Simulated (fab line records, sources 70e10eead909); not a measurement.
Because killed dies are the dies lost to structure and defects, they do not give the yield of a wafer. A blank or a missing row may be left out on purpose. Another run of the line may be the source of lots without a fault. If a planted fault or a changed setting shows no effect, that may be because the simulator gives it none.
Matching of chambers	flow nand harc	rie diel-10 running NHARC_A_SGD_CUT_ETCHBACK_24: 4 sister chambers
The step etches the open film in CH3F/O2, target depth 50 nm, time 92.857 s. 16 wafers are shown with their chamber, then 8 later ones without.

WAFERS WITH THEIR CHAMBER
wafer	chamber	drypump motor current A (A)	showerhead plenum p Torr (Torr)	rf vpp V (V)
L075.2	1	5.6	2.50	245.0
L075.3	2	5.6	2.47	245.3
L075.5	3	6.2	2.54	245.8
L074.3	1	5.6	2.50	245.4
L074.4	3	6.2	2.54	245.5
L074.5	3	6.2	2.54	246.3
L079.2	1	5.6	2.50	245.1
L079.5	3	6.2	2.53	244.8
L079.6	0	5.5	2.39	242.8
L082.1	0	5.5	2.38	244.4
L082.5	2	5.6	2.47	244.6
L082.6	3	6.2	2.53	245.7
L083.1	0	5.5	2.38	242.9
L083.3	1	5.6	2.50	245.0
L083.4	2	5.6	2.47	244.3
L086.1	0	5.6	2.38	243.3

SIGNATURES (averages over the wafers above)
reading	chamber 0	chamber 1	chamber 2	chamber 3	scatter within a chamber
drypump motor current A	5.525	5.600	5.600	6.200	0.025
showerhead plenum p Torr	2.3825	2.5000	2.4700	2.5360	0.00403
rf vpp V	243.350	245.125	244.733	245.620	0.535
Rule: a wafer's distance from a chamber is the root of the sum, over the readings, of the square of ((its reading less the chamber's mean) divided by the reading's scatter). If the next closest chamber is less than 2 further off than the closest, the wafer can't be placed; otherwise it belongs to the closest. The scatter is the square root of a quotient: the sum, over the shown wafers, of each reading's squared deviation from its chamber's mean, divided by wafers minus chambers.

WAFERS WHOSE CHAMBER IS MISSING
wafer	drypump motor current A (A)	showerhead plenum p Torr (Torr)	rf vpp V (V)
L086.5	5.6	2.38	243.8
L086.6	6.2	2.53	246.5
L093.2	5.6	2.38	242.7
L093.4	5.6	2.47	244.6
L093.5	5.6	2.50	244.6
L095.3	6.2	2.53	245.2
L095.4	5.6	2.50	245.9
L095.6	6.2	2.53	244.7

WHICH CHAMBER EACH ONE RAN IN
wafer	from the rows above	in truth
L086.5	0	0
L086.6	3	3
L093.2	0	0
L093.4	2	2
L093.5	1	1
L095.3	3	3
L095.4	1	1
L095.6	3	3
Placed correctly: 8 of 8. Can't be placed from these rows: 0. Number placed wrongly: 0.
